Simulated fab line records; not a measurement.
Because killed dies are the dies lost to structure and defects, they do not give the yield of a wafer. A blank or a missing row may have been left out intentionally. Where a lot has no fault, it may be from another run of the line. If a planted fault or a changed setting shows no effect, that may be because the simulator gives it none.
Split-lot study ; flow n5_finfet ; on a route of 1938 steps: 7 lots, 21 wafers read

## ABOUT THE SPLIT
At N5_SDB_COAT_03 (time 60 s, resist thk 100 nm), the setting spin_rpm was moved away from the recipe's 1500 rpm on 8 of the 21 wafers read, by -9.1% to +10.5%. The other wafers ran this setting at the recipe's value.

## FROM THE SPLIT TO THE READING: what the file shows between them, 11 steps
- N5_SDB_COAT_05: resist thk 90 nm (also split here: spin_rpm)
- N5_SDB_EBR_07
- N5_SDB_SOFTBAKE_06: time 60 s
- N5_SDB_EXPOSE_08: exposes mask SDB
- N5_SDB_PEB_09: peb time 60 s
- N5_SDB_DEVELOP_10: develop time 30 s
- N5_SDB_DESCUM_16: chemistry O2, time 7.9 s
- N5_SDB_ETCH_17: etches SiARC in CF4, target depth 23.4 nm, time 39 s
- N5_SDB_ETCH_18: etches SOC in N2/H2, target depth 100 nm, overetch 20 nm, time 150 s
- N5_SDB_STRIP_19: strips in N2/H2
- N5_SDB_STRIP_21: strips in CF4

## THE READING
SOC_of_SDB_COAT_03.thk_nm (the simulator's own value, which no gauge read), in nm, at N5_SDB_HM_OPEN_20 (chemistry CH3F/O2, target SiNx, stops on poly-Si, target depth 24 nm). The file does not state a usual value for it. Across the 13 wafers here that went through the recipe, the average is 84.3 nm and the standard deviation 0.56 nm.

wafer;tool, chamber at the split;spin_rpm as run, rpm;against the recipe;SOC_of_SDB_COAT_03.thk_nm, nm;against lot-mates on the recipe
L075.1;litho_track-03, 0;1500;recipe;84.4;-
L075.2;litho_track-03, 0;1500;recipe;84;-
L075.5;litho_track-03, 0;1500;recipe;84.8;-
L080.1;litho_track-02, 0;1658;+10.5%;79.6;no lot-mate on the recipe
L080.5;litho_track-02, 0;1658;+10.5%;79.6;no lot-mate on the recipe
L080.6;litho_track-02, 0;1658;+10.5%;79.6;no lot-mate on the recipe
L082.1;litho_track-04, 0;1500;recipe;84;-
L082.3;litho_track-04, 0;1500;recipe;84;-
L082.4;litho_track-04, 0;1364;-9.1%;88.6;+4.6
L084.1;litho_track-03, 0;1500;recipe;83.8;-
L084.2;litho_track-03, 0;1429;-4.7%;85.4;+1.6
L084.4;litho_track-03, 0;1429;-4.7%;86.2;+2.4
L085.1;litho_track-03, 0;1649;+9.9%;78.6;-4.4
L085.5;litho_track-03, 0;1649;+9.9%;78.8;-4.2
L085.6;litho_track-03, 0;1500;recipe;83;-
L089.3;litho_track-04, 0;1500;recipe;85;-
L089.6;litho_track-04, 0;1500;recipe;85;-
L089.4;litho_track-04, 0;1500;recipe;84.4;-
L094.1;litho_track-02, 0;1500;recipe;84;-
L094.4;litho_track-02, 0;1500;recipe;84.8;-
L094.6;litho_track-02, 0;1500;recipe;84.8;-

THE FIT
A straight line over all 21 wafers: SOC_of_SDB_COAT_03.thk_nm changes by -0.47 nm for each +1% of spin_rpm; r = -0.97; the points scatter about the line by 0.61 nm.
The same after taking each lot's own level away (the mean of its wafers on the recipe; 18 wafers): -0.45 nm for each +1%; r = -0.99; scatter 0.32 nm.
That fit puts the effect of the largest move of spin_rpm on the reading at 4.7 nm.
From 83.00 to 84.80 nm: that is the span of the lots' own levels, equal to 3.2 times the standard deviation above.
The two slopes are in agreement: the lot-to-lot level therefore moves the slope only a little.
Check: with one of the wafers moved furthest among these (+9.9%) left out of the fit, the line predicts -4.46 nm for it against its lot-mates. It came out at -4.4 nm against them.

## THESE WAFERS: OTHER SPLITS
Other splits were also applied to these wafers ahead of the reading. Each is held against what the fit with the lots' levels taken away leaves over:
other split on the same wafers;wafers away from the commonest value;r with SOC_of_SDB_COAT_03.thk_nm (lot level and that fit taken away)
N5_SD_EPI_N_DEVELOP_08 develop_time_s;5;-0.17
N5_SDB_COAT_05 spin_rpm;7;-0.03

## THE WHOLE CHAIN: every reading that the file lists as answering this split, in the file's order
step;what it does;reading;change (the file's fit);r (the file's)
N5_SDB_COAT_03;time 60 s, resist thk 100 nm;SOC_of_SDB_COAT_03.thk_nm (the simulator's own value, which no gauge read);-0.477 nm for each +1% of the setting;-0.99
N5_SDB_ETCH_18;etches SOC in N2/H2, target depth 100 nm, overetch 20 nm, time 150 s;etch.depth_nm (the simulator's own value, which no gauge read);-0.488 nm for each +1% of the setting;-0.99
N5_SDB_HM_OPEN_20;chemistry CH3F/O2, target SiNx, stops on poly-Si, target depth 24 nm;SOC_of_SDB_COAT_03.thk_nm (the simulator's own value, which no gauge read);-0.462 nm for each +1% of the setting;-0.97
N5_SDB_STRIP_22;strips in N2/H2;strip_time_to_endpoint_s;withheld for each +1% of the setting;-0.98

## THE FILE'S OWN FIT
SOC_of_SDB_COAT_03.thk_nm changes by -0.462 nm for each +1% of spin_rpm, r = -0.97.
